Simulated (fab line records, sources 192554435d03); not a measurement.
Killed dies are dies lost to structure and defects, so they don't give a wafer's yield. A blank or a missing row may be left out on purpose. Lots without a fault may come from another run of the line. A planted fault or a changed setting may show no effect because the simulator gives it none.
Chamber matching | flow n5_finfet | N5_SDB_HM_DEP_00 on pecvd-01: 3 sister chambers
The step deposits SiNx from SiH4/NH3/N2, target thk 40 nm, time 35.3 s. 3 wafers are shown with their chamber, then 8 later ones without.

WAFERS WITH THEIR CHAMBER
wafer  | chamber | showerhead_plenum_p_Torr (Torr)
L084.5 | 2       | 5.18
L084.6 | 0       | 5.25
L089.1 | 1       | 5.10

WAFERS WITHOUT THEIR CHAMBER
wafer  | showerhead_plenum_p_Torr (Torr)
L089.2 | 5.19
L089.5 | 5.09
L090.1 | 5.09
L090.3 | 5.17
L090.4 | 5.10
L097.1 | 5.11
L097.5 | 5.26
L097.6 | 5.10

WHICH CHAMBER EACH WENT THROUGH
wafer  | from the rows above | in truth
L089.2 | 2                   | 2
L089.5 | 1                   | 1
L090.1 | 1                   | 1
L090.3 | 2                   | 2
L090.4 | 1                   | 1
L097.1 | 1                   | 1
L097.5 | 0                   | 0
L097.6 | 1                   | 1
Placed correctly: 8 of 8. Can't be placed from these rows: 0. Placed wrongly: 0.
How it was worked out, from the rows above alone: a wafer's distance from a chamber is the root of the sum, over the readings, of the square of ((its reading less the chamber's mean) divided by the reading's scatter). The wafer belongs to the nearest chamber; if the next one is less than 2 further off, it can't be placed. A chamber's mean is the mean of its shown wafers. The scatter: with one shown wafer a chamber, the root of the mean of the squares of how far each hidden wafer lies from its nearest shown one.
